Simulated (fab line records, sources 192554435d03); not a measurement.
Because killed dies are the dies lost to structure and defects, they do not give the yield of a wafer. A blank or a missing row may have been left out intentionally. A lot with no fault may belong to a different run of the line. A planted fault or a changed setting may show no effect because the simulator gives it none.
Which tool is to blame? + flow n5_finfet + 27 wafers from 9 lots sampled at 5 of the route's 1938 steps

## WHAT EACH GAUGE READ, for each wafer
N5_BEOL_M1_INSPECT_30: inspects for defects (brightfield).
| lot  | measured     | on                | raw_defect_count |
|------|--------------|-------------------|------------------|
| L075 | day 6 08:04  | defect_inspect-01 | 314 567 620      |
| L078 | day 7 10:42  | defect_inspect-01 | 335 310 300      |
| L083 | day 8 12:23  | defect_inspect-01 | 530 391 475      |
| L086 | day 9 05:18  | defect_inspect-02 | 392 406 459      |
| L088 | day 9 18:09  | defect_inspect-02 | 503 431 517      |
| L090 | day 10 08:59 | defect_inspect-01 | 341 427 410      |
| L092 | day 10 18:33 | defect_inspect-02 | 474 371 286      |
| L094 | day 11 03:46 | defect_inspect-01 | 368 452 374      |
| L096 | day 11 15:01 | defect_inspect-02 | 459 379 584      |

## EACH LOT AND THE TOOL THAT RAN IT (in order: tool; ch and the chambers of the sampled wafers; start)
| lot  | N5_BEOL_M0_SAQP_SPACER2_ETCHBACK_27 | N5_BEOL_M0_TRENCH_ETCH_107         | N5_BEOL_M0_STRIP_142               | N5_BEOL_M0_ETCH_109                |
|------|-------------------------------------|------------------------------------|------------------------------------|------------------------------------|
| L075 | rie_diel-04 ch 1,2, day 5 20:27     | rie_diel-02 ch 0,1,2, day 6 01:11  | rie_diel-02 ch 0,1,2, day 6 01:12  | rie_diel-05 ch 0,1, day 6 01:29    |
| L078 | rie_diel-01 ch 1,3, day 6 23:52     | rie_diel-02 ch 1,2,3, day 7 03:44  | rie_diel-02 ch 1,2,3, day 7 03:46  | rie_diel-06 ch 1,2,3, day 7 04:10  |
| L083 | rie_diel-01 ch 0,3, day 7 22:18     | rie_diel-05 ch 0,1,2, day 8 03:13  | rie_diel-05 ch 0,1,2, day 8 03:14  | rie_diel-06 ch 0,3, day 8 03:40    |
| L086 | rie_diel-04 ch 0,1,2, day 8 20:52   | rie_diel-02 ch 0,1,3, day 9 00:05  | rie_diel-02 ch 0,1,3, day 9 00:06  | rie_diel-06 ch 0,2, day 9 00:29    |
| L088 | rie_diel-03 ch 0,1,2, day 9 08:22   | rie_diel-05 ch 0,3, day 9 12:24    | rie_diel-05 ch 0,3, day 9 12:25    | rie_diel-05 ch 0,2,3, day 9 12:37  |
| L090 | rie_diel-01 ch 0,2,3, day 9 20:08   | rie_diel-02 ch 0,1,3, day 10 01:46 | rie_diel-02 ch 0,1,3, day 10 01:47 | rie_diel-06 ch 0,1,2, day 10 01:59 |
| L092 | rie_diel-04 ch 1,2,3, day 10 07:37  | rie_diel-06 ch 0,1,2, day 10 11:04 | rie_diel-06 ch 0,1,2, day 10 11:06 | rie_diel-06 ch 1,2,3, day 10 11:18 |
| L094 | rie_diel-01 ch 1,2,3, day 10 18:30  | rie_diel-02 ch 0,1,3, day 10 21:26 | rie_diel-02 ch 0,1,3, day 10 21:28 | rie_diel-05 ch 0,1,2, day 10 21:40 |
| L096 | rie_diel-01 ch 1,3, day 11 03:13    | rie_diel-05 ch 1,2, day 11 09:46   | rie_diel-05 ch 1,2, day 11 09:47   | rie_diel-06 ch 0,1,2, day 11 09:59 |
- N5_BEOL_M0_SAQP_SPACER2_ETCHBACK_27: etches SiO2 in CHF3/O2, target depth 22.5 nm, time 11.25 s.
- N5_BEOL_M0_TRENCH_ETCH_107: etches SiOC in C4F6/O2, target depth 32.8 nm, time 16.4 s.
- N5_BEOL_M0_STRIP_142: strips in N2/H2, time 10 s.
- N5_BEOL_M0_ETCH_109: etches SiCN in CH3F/O2, target depth 8 nm, overetch 2.4 nm, time 27.4 s.

## THE ANSWER, worked out from the rows above alone
Rule: the usual values come from the lots themselves. The widest of any qualifying gaps counts: lots, ordered by their means at a reading, are off when they make up no more than a third of the lots, leave a main group of 4 or more, and stand apart from it by 3 or more times the standard deviation of that group's means. The tables above print the reading to a certain number of digits; a main group whose means all agree to those digits is not used. Also off: a lot with no number at a reading for which 4 or more lots have one. Where the step has rows for the other lots, those lots are counted as sound.
Across all readings shown, no lot is off: no conclusion can be drawn from this.

## WHAT WAS PUT IN BY THE SIMULATOR
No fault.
